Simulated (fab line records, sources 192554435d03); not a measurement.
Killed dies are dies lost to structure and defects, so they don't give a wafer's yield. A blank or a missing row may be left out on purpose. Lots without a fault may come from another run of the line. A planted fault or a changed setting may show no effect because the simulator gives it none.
Chamber matching | flow n5_finfet | N5_BEOL_M2_VIA_ETCH_34 on rie_diel-03: 4 sister chambers
The step etches the open film in C4F6/O2, target depth 69.4 nm, time 65.9 s. 7 wafers are shown with their chamber, then 9 later ones without.

WAFERS WITH THEIR CHAMBER
wafer  | chamber | showerhead_plenum_p_Torr (Torr) | rf_vpp_V (V)
L077.3 | 2       | 2.74                            | 646
L087.6 | 0       | 2.91                            | 678
L089.4 | 1       | 2.70                            | 671
L089.6 | 3       | 2.90                            | 653
L090.1 | 3       | 2.89                            | 652
L090.5 | 1       | 2.70                            | 671
L090.6 | 0       | 2.91                            | 679

WAFERS WITHOUT THEIR CHAMBER
wafer  | showerhead_plenum_p_Torr (Torr) | rf_vpp_V (V)
L092.2 | 2.91                            | 682
L092.5 | 2.72                            | 644
L092.6 | 2.89                            | 653
L093.3 | 2.89                            | 653
L093.4 | 2.72                            | 645
L093.5 | 2.70                            | 670
L096.1 | 2.72                            | 645
L096.2 | 2.89                            | 653
L096.3 | 2.90                            | 681

WHICH CHAMBER EACH WENT THROUGH
wafer  | from the rows above | in truth
L092.2 | 0                   | 0
L092.5 | 2                   | 2
L092.6 | 3                   | 3
L093.3 | 3                   | 3
L093.4 | 2                   | 2
L093.5 | 1                   | 1
L096.1 | 2                   | 2
L096.2 | 3                   | 3
L096.3 | 0                   | 0
Placed correctly: 9 of 9. Can't be placed from these rows: 0. Placed wrongly: 0.
How it was worked out, from the rows above alone: a wafer's distance from a chamber is the root of the sum, over the readings, of the square of ((its reading less the chamber's mean) divided by the reading's scatter). The wafer belongs to the nearest chamber; if the next one is less than 2 further off, it can't be placed. A chamber's mean is the mean of its shown wafers. The scatter: the root of (the sum of the squares of (reading less its chamber's mean) over the shown wafers, divided by (wafers less chambers)).
